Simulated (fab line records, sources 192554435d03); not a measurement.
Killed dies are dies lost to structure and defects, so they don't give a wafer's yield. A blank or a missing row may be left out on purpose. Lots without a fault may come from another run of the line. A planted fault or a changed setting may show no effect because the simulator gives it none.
Chamber matching | flow n5_finfet | N5_BEOL_M8_STRIP_36 on rie_diel-05: 4 sister chambers
The step strips in N2/H2. 16 wafers are shown with their chamber, then 8 later ones without.

WAFERS WITH THEIR CHAMBER
wafer  | chamber | showerhead_plenum_p_Torr (Torr) | oes_product_au (a.u.) | throttle_valve_pct (%)
L074.4 | 2       | 2.72                            | 0.90                  | 23.4
L074.5 | 1       | 2.41                            | 0.70                  | 23.5
L074.6 | 2       | 2.72                            | 0.90                  | 23.5
L077.2 | 1       | 2.40                            | 0.70                  | 23.5
L077.3 | 0       | 2.67                            | 0.80                  | 23.9
L077.6 | 2       | 2.71                            | 0.87                  | 23.5
L080.1 | 0       | 2.67                            | 0.79                  | 23.8
L080.4 | 2       | 2.71                            | 0.87                  | 23.5
L080.5 | 0       | 2.67                            | 0.80                  | 23.9
L084.1 | 0       | 2.66                            | 0.79                  | 23.9
L084.3 | 2       | 2.71                            | 0.86                  | 23.5
L084.6 | 0       | 2.66                            | 0.78                  | 23.9
L089.3 | 0       | 2.66                            | 0.77                  | 23.9
L089.4 | 1       | 2.39                            | 0.67                  | 23.6
L089.6 | 0       | 2.66                            | 0.76                  | 23.9
L090.2 | 3       | 2.49                            | 1.00                  | 23.2

SIGNATURES (means of the wafers above)
reading                  | chamber 0 | chamber 1 | chamber 2 | chamber 3 | scatter within a chamber
showerhead_plenum_p_Torr | 2.6643    | 2.4000    | 2.7140    | 2.4900    | 0.0064
oes_product_au           | 0.7843    | 0.6900    | 0.8800    | 1.0000    | 0.0168
throttle_valve_pct       | 23.886    | 23.533    | 23.480    | 23.200    | 0.044
Rule: a wafer's distance from a chamber is the root of the sum, over the readings, of the square of ((its reading less the chamber's mean) divided by the reading's scatter). The wafer belongs to the nearest chamber; if the next one is less than 2 further off, it can't be placed. The scatter: the root of (the sum of the squares of (reading less its chamber's mean) over the shown wafers, divided by (wafers less chambers)).

WAFERS WITHOUT THEIR CHAMBER
wafer  | showerhead_plenum_p_Torr (Torr) | oes_product_au (a.u.) | throttle_valve_pct (%)
L090.4 | 2.66                            | 0.76                  | 23.9
L090.6 | 2.49                            | 1.01                  | 23.2
L091.1 | 2.49                            | 0.98                  | 23.2
L091.3 | 2.49                            | 0.96                  | 23.2
L091.6 | 2.49                            | 0.97                  | 23.2
L096.1 | 2.65                            | 0.75                  | 23.9
L096.2 | 2.70                            | 0.81                  | 23.5
L096.3 | 2.71                            | 0.95                  | 23.5

WHICH CHAMBER EACH WENT THROUGH
wafer  | from the rows above | in truth
L090.4 | 0                   | 0
L090.6 | 3                   | 3
L091.1 | 3                   | 3
L091.3 | 3                   | 3
L091.6 | 3                   | 3
L096.1 | 0                   | 0
L096.2 | 2                   | 2
L096.3 | 2                   | 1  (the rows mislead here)
Placed correctly: 7 of 8. Can't be placed from these rows: 0. Placed wrongly: 1.
